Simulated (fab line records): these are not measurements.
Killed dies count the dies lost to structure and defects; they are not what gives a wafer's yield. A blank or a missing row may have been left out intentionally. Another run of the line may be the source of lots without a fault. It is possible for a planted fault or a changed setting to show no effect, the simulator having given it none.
A lot that was struck, set against a sound lot | flow n5_finfet | 16 out of 1938 route steps
Sound: wafers L406.1, L406.5, L406.6. Wafers struck: L399.1, L399.3, L399.6. Last of all comes the cause.
At each step with rows: each side's tool, then ch and its chambers, then its first start. Under that, the readings that differ: sound wafers | struck wafers | difference of the means | sigmas: that difference in standard deviations of wafers without a fault.
alike: a reading whose means differ by less than 2 such deviations, as well as words and numbers matching on both sides. not compared: withheld readings; readings where some wafer has no value; bounds like >300 that might hide an equal value; numbers whose values overlap and for which the record gives no deviation.
A row with sigmas, a row that says differs or no value, or rows on one side alone: a step with any of these is where the two part. Non-overlapping numbers with no deviation appear without sigmas and do not part them. A reading that every wafer of one side lacks parts them only if that side has two wafers or more.

first, 4 steps without rows for these wafers: N5_BEOL_M1_HM_STRIP_39 (strips TiN in peroxide tin strip, target depth 25 nm, time 158 s); N5_BEOL_M1_SRD_40 (time 30 s); N5_BEOL_M1_PRECLEAN_42 (cleans in residue remover, time 60 s); N5_BEOL_M1_SRD_43 (time 30 s).
N5_BEOL_M1_CD_MEAS_35: target cd 18 nm, target cd y 21 nm.
  struck on cd_sem-03, day 8 09:51; sound on cd_sem-02, day 9 20:41
  alike: cd_nm
N5_BEOL_M1_DEGAS_44: time 60 s.
  struck on pvd_sputter-01, day 8 10:16; sound on pvd_sputter-03, day 9 20:55
  alike: heater_power_w
N5_BEOL_M1_PRE_CLEAN_45: time 30 s.
  struck on pvd_sputter-01, day 8 10:19; sound on pvd_sputter-03, day 9 20:58
  alike: heater_power_w
then, 1 step without rows for these wafers: N5_BEOL_M1_ALD_84 (deposits TaN, pulse time 2 s, purge time 3 s, co reactant purge time 2 s).
N5_BEOL_M1_SURFACE_TREAT_85:
  struck on pvd_sputter-01, day 8 10:37; sound on pvd_sputter-02, day 9 21:16
  not compared: throttle_valve_pct
then, 2 steps without rows for these wafers: N5_BEOL_M1_CVD_47 (deposits Co from CCTBA/H2, target thk 3 nm, time 223.8 s); N5_BEOL_M1_SPUTTER_48 (material Cu, target thk 4.5 nm, time 8.29 s).
N5_BEOL_M1_ANNEAL_49: time 240 s.
  struck on pvd_sputter-02, day 8 10:55; sound on pvd_sputter-01, day 9 22:46
  alike: heater_power_w
N5_BEOL_M1_SPUTTER_79: material Cu, target thk 4.5 nm, time 8.29 s.
  struck on pvd_sputter-02, day 8 11:03; sound on pvd_sputter-01, day 9 22:55
  no value came back on the struck wafers for any of 5 readings (chamber_pressure_pa (Pa), chuck_gas_flow_sccm (sccm) and others); on the sound wafers chamber_pressure_pa (Pa) reads 0.07001 0.0699 0.06992
N5_BEOL_M1_ANNEAL_80: time 240 s.
  struck on pvd_sputter-02, day 8 11:08; sound on pvd_sputter-01, day 9 22:59
  alike: heater_power_w
N5_BEOL_M4_RC_MEAS_101:
  sound on prober-02 ch 0, day 11 22:41; struck on prober-01 ch 0, day 9 21:25
  alike: DIBL_N, DIBL_P, IOFF_N, IOFF_P, ION_N, ION_P, SS_N, SS_P, VT_N, VT_P
-- the record jumps here: 4 days lie between the struck wafers' starts before and after (it left off in module BEOL_M4 and takes up again in module PASSIVATION, whose first step shown is number 1936 of the route) --
N5_PASSIVATION_PROBE_49:
  record: rows for the struck wafers here (prober-02, day 14 05:04), none for the sound ones

## WHERE THEY PART
Last at N5_PASSIVATION_PROBE_49 as far as this record goes, first at N5_BEOL_M1_SPUTTER_79.

WHY: what the simulator had put in
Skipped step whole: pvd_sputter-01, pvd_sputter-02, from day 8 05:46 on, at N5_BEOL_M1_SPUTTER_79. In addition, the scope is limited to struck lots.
